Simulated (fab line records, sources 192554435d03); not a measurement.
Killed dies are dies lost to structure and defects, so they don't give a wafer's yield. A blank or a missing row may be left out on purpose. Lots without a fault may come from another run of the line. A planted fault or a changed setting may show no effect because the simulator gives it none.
Which tool did it? | flow n5_finfet | 24 lots, 72 wafers sampled, at 4 steps of a route of 1938

WHAT THE GAUGES READ, wafer by wafer
N5_MOL_CONTACT_COAG_CD_MEAS_84: target cd 25.1 nm. Usual: cd_nm 25.11 nm, standard deviation 0.22.
lot  | measured     | on        | cd_nm (nm)        | flag
L074 | day 5 06:31  | cd_sem-01 | 25.18 25.02 25.04 |
L075 | day 5 12:08  | cd_sem-02 | 25.32 24.81 25.16 |
L076 | day 5 18:11  | cd_sem-03 | 24.75 24.96 25.00 |
L077 | day 5 22:09  | cd_sem-03 | 25.18 24.74 24.97 |
L078 | day 6 03:11  | cd_sem-02 | 24.99 25.07 25.04 |
L079 | day 6 09:52  | cd_sem-01 | 25.49 25.44 25.13 |
L080 | day 6 13:19  | cd_sem-03 | 25.41 25.24 24.97 |
L081 | day 7 04:44  | cd_sem-01 | 24.84 25.31 25.03 |
L082 | day 7 04:51  | cd_sem-02 | 24.82 25.32 25.39 |
L083 | day 7 12:10  | cd_sem-01 | 24.96 25.16 25.59 |
L084 | day 7 16:05  | cd_sem-01 | 25.37 25.27 25.13 |
L085 | day 8 05:07  | cd_sem-01 | 24.89 24.70 24.91 |
L086 | day 8 04:50  | cd_sem-01 | 24.88 25.04 24.98 |
L087 | day 8 13:28  | cd_sem-03 | 25.23 24.83 25.33 |
L088 | day 8 14:35  | cd_sem-01 | 24.88 25.05 24.80 |
L089 | day 8 22:25  | cd_sem-02 | 25.09 25.15 24.85 |
L090 | day 9 01:12  | cd_sem-01 | 24.95 24.60 25.28 |
L091 | day 9 06:40  | cd_sem-01 | 25.09 25.03 24.81 |
L092 | day 9 12:16  | cd_sem-03 | 25.48 25.26 24.88 |
L093 | day 9 20:13  | cd_sem-02 | 24.98 25.12 24.89 |
L094 | day 10 02:05 | cd_sem-02 | 25.18 25.05 25.17 |
L095 | day 10 06:24 | cd_sem-03 | 24.92 25.16 25.58 |
L096 | day 10 10:12 | cd_sem-02 | 25.14 25.43 25.32 |
L097 | day 10 17:26 | cd_sem-03 | 25.28 25.16 25.01 |

N5_MOL_CONTACT_COAG_OVL_MEAS_41. Usual: VD_OVL 0.5 nm, standard deviation 0.64.
lot  | measured     | on         | VD_OVL (nm)    | flag
L074 | day 5 07:52  | overlay-01 | 1.4 1.5 0.9    |
L075 | day 5 13:55  | overlay-02 | 0.1 0.4 0.8    |
L076 | day 5 19:52  | overlay-02 | 1.3 1.0 1.2    |
L077 | day 5 23:34  | overlay-02 | -0.7 0.3 -0.4  |
L078 | day 6 04:35  | overlay-01 | 1.2 0.6 -0.1   |
L079 | day 6 11:21  | overlay-02 | -0.3 0.6 1.4   |
L080 | day 6 15:08  | overlay-02 | 0.9 1.4 1.3    |
L081 | day 7 06:18  | overlay-02 | 0.8 1.3 1.3    |
L082 | day 7 06:22  | overlay-02 | 1.9 -0.5 1.3   |
L083 | day 7 13:41  | overlay-01 | 0.2 0.4 1.0    |
L084 | day 7 17:29  | overlay-02 | 0.3 -1.3 0.2   |
L085 | day 8 06:44  | overlay-02 | 0.2 0.5 0.2    |
L086 | day 8 06:14  | overlay-01 | 0.0 -0.8 -0.1  |
L087 | day 8 14:56  | overlay-02 | -0.1 -0.2 -0.1 |
L088 | day 8 16:01  | overlay-02 | -0.4 1.2 -0.5  |
L089 | day 9 00:19  | overlay-02 | -0.2 0.2 0.0   |
L090 | day 9 03:05  | overlay-01 | 0.7 -0.2 1.0   |
L091 | day 9 07:58  | overlay-02 | 1.2 0.4 1.2    |
L092 | day 9 13:55  | overlay-02 | -0.2 0.2 -0.1  |
L093 | day 9 21:51  | overlay-01 | 1.1 0.9 0.6    |
L094 | day 10 03:31 | overlay-01 | -0.1 1.0 1.0   |
L095 | day 10 07:43 | overlay-01 | 1.1 0.8 1.2    |
L096 | day 10 12:17 | overlay-01 | 1.2 -0.2 0.8   |
L097 | day 10 19:07 | overlay-01 | -1.3 -0.2 0.0  |

WHICH TOOL RAN EACH LOT (tool, then ch and the chambers of the sampled wafers, then the start)
lot  | N5_GATE_CUT_STRIP_42              | N5_GATE_CUT_CMP_61
L074 | rie_diel-03 ch 0,1,3, day 4 13:16 | cmp-03 ch 0,1,2, day 4 18:42
L075 | rie_diel-06 ch 0,2,3, day 4 21:49 | cmp-04 ch 0,2,3, day 5 03:05
L076 | rie_diel-06 ch 2,3, day 5 02:43   | cmp-03 ch 1,2,3, day 5 07:40
L077 | rie_diel-06 ch 0,2, day 5 07:18   | cmp-04 ch 0,2,3, day 5 10:11
L078 | rie_diel-03 ch 0,1, day 5 13:16   | cmp-03 ch 0,2,3, day 5 16:13
L079 | rie_diel-01 ch 0,1,2, day 5 19:54 | cmp-01 ch 2,3, day 5 22:47
L080 | rie_diel-06 ch 1,2,3, day 5 23:13 | cmp-04 ch 0,1,3, day 6 02:08
L081 | rie_diel-03 ch 1,3, day 6 10:31   | cmp-03 ch 0,2,3, day 6 14:07
L082 | rie_diel-01 ch 0,1,3, day 6 14:01 | cmp-01 ch 1,3, day 6 16:58
L083 | rie_diel-01 ch 1,2, day 6 22:20   | cmp-03 ch 0,1,2, day 7 01:15
L084 | rie_diel-06 ch 0,3, day 7 02:23   | cmp-04 ch 2,3, day 7 05:32
L085 | rie_diel-03 ch 1,3, day 7 13:04   | cmp-01 ch 0,1,2, day 7 17:09
L086 | rie_diel-01 ch 1,2,3, day 7 16:15 | cmp-04 ch 1,3, day 7 19:10
L087 | rie_diel-01 ch 0,1,2, day 7 22:55 | cmp-01 ch 2,3, day 8 01:49
L088 | rie_diel-01 ch 2,3, day 7 23:41   | cmp-01 ch 0,1,2, day 8 02:37
L089 | rie_diel-01 ch 2,3, day 8 07:04   | cmp-01 ch 0,2, day 8 10:13
L090 | rie_diel-06 ch 2,3, day 8 09:47   | cmp-01 ch 1,2, day 8 12:41
L091 | rie_diel-01 ch 0,1,3, day 8 18:26 | cmp-01 ch 1,3, day 8 21:22
L092 | rie_diel-03 ch 0,1,3, day 8 21:38 | cmp-04 ch 1,2,3, day 9 00:31
L093 | rie_diel-01 ch 0,3, day 9 04:50   | cmp-01 ch 0,1,3, day 9 08:13
L094 | rie_diel-01 ch 1,2,3, day 9 12:22 | cmp-01 ch 0,1,2, day 9 15:14
L095 | rie_diel-03 ch 0,1,3, day 9 17:07 | cmp-01 ch 0,1,3, day 9 21:14
L096 | rie_diel-03 ch 1,2,3, day 9 21:10 | cmp-03 ch 0,1,2, day 10 00:03
L097 | rie_diel-03 ch 0,2, day 10 04:48  | cmp-04 ch 2,3, day 10 07:41
- N5_GATE_CUT_STRIP_42: strips in O2.
- N5_GATE_CUT_CMP_61: polishes, stops on SiNx, t overpolish 3 s.

WHAT THE TOOLS THEMSELVES READ (means of the sampled wafers that have a number; where no wafer has one, the mark that the record gives instead)
N5_GATE_CUT_STRIP_42. Usual: drypump_motor_current_A 5.53 A, standard deviation 0.28; oes_product_au 0.77 a.u., standard deviation 0.07; rf_vpp_V 3.6 V, standard deviation 0.52; showerhead_plenum_p_Torr 2.08 Torr, standard deviation 0.074; throttle_valve_pct 16.63 %, standard deviation 0.26.
lot  | tool        | drypump_motor_current_A (A) | oes_product_au (a.u.) | rf_vpp_V (V) | showerhead_plenum_p_Torr (Torr) | throttle_valve_pct (%) | flag
L074 | rie_diel-03 | 5.51                        | 0.75                  | 3.8          | 2.04                            | 16.60                  |
L075 | rie_diel-06 | 5.50                        | 0.83                  | 2.9          | 2.12                            | 16.44                  |
L076 | rie_diel-06 | 5.38                        | 0.77                  | 3.9          | 2.07                            | 16.56                  |
L077 | rie_diel-06 | 5.61                        | 0.88                  | 3.9          | 2.17                            | 16.33                  |
L078 | rie_diel-03 | 5.44                        | 0.76                  | 3.8          | 2.03                            | 16.48                  |
L079 | rie_diel-01 | 5.44                        | 0.77                  | 3.5          | 2.13                            | 16.79                  |
L080 | rie_diel-06 | 5.67                        | 0.84                  | 3.9          | 2.11                            | 16.44                  |
L081 | rie_diel-03 | 5.38                        | 0.76                  | 3.3          | 1.98                            | 16.57                  |
L082 | rie_diel-01 | 5.44                        | 0.78                  | 3.7          | 2.11                            | 16.62                  |
L083 | rie_diel-01 | 5.62                        | 0.72                  | 3.4          | 2.14                            | 16.77                  |
L084 | rie_diel-06 | 5.20                        | 0.79                  | 3.5          | 2.04                            | 16.57                  |
L085 | rie_diel-03 | 5.54                        | 0.74                  | 4.0          | 2.03                            | 16.77                  |
L086 | rie_diel-01 | 5.65                        | 0.74                  | 4.0          | 2.09                            | 16.65                  |
L087 | rie_diel-01 | 5.46                        | 0.77                  | 3.7          | 2.13                            | 16.81                  |
L088 | rie_diel-01 | 5.67                        | 0.76                  | 3.4          | 2.04                            | 16.50                  |
L089 | rie_diel-01 | 5.68                        | 0.74                  | 3.9          | 2.06                            | 16.67                  |
L090 | rie_diel-06 | 5.64                        | 0.77                  | 4.1          | 2.13                            | 16.49                  |
L091 | rie_diel-01 | 5.43                        | 0.77                  | 3.8          | 2.10                            | 16.65                  |
L092 | rie_diel-03 | 5.48                        | 0.73                  | 4.4          | 2.03                            | 16.66                  |
L093 | rie_diel-01 | 5.45                        | 0.79                  | 3.4          | 2.05                            | 16.51                  |
L094 | rie_diel-01 | 5.64                        | 0.73                  | 3.6          | 2.08                            | 16.66                  |
L095 | rie_diel-03 | 5.48                        | 0.73                  | 3.6          | 2.03                            | 16.66                  |
L096 | rie_diel-03 | 5.42                        | 0.74                  | 3.7          | 2.03                            | 16.86                  |
L097 | rie_diel-03 | 5.48                        | 0.73                  | 3.8          | 2.08                            | 16.78                  |

N5_GATE_CUT_CMP_61. Usual: motor_current_A 12.1 A, standard deviation 1.
lot  | tool   | motor_current_A (A) | flag
L074 | cmp-03 | 12.8                |
L075 | cmp-04 | 12.4                |
L076 | cmp-03 | 12.2                |
L077 | cmp-04 | 12.1                |
L078 | cmp-03 | 12.5                |
L079 | cmp-01 | 10.7                |
L080 | cmp-04 | 12.0                |
L081 | cmp-03 | 12.8                |
L082 | cmp-01 | 11.2                |
L083 | cmp-03 | 12.7                |
L084 | cmp-04 | 12.9                |
L085 | cmp-01 | 12.0                |
L086 | cmp-04 | 12.0                |
L087 | cmp-01 | 11.1                |
L088 | cmp-01 | 12.0                |
L089 | cmp-01 | 11.4                |
L090 | cmp-01 | 12.9                |
L091 | cmp-01 | 11.2                |
L092 | cmp-04 | 12.6                |
L093 | cmp-01 | 12.1                |
L094 | cmp-01 | 12.1                |
L095 | cmp-01 | 11.8                |
L096 | cmp-03 | 13.0                |
L097 | cmp-04 | 12.9                |

THE ANSWER, worked out from the rows above alone
Rule: a lot is off if the mean of its wafers that have a number lies more than 3 standard deviations from the usual mean. A lot without any number at a reading at which 4 lots or more have one is off too. The other lots that the step has rows for count as sound. The gauges are gone through in route order, then the tools' own readings, and for those a lot's mean is taken as printed above. The first step at which some lot is off is used, and at that step the reading that is off furthest; a lot without a number counts as furthest.
No lot is off at any reading shown: from this, nothing can be told.

WHAT THE SIMULATOR HAD PUT IN
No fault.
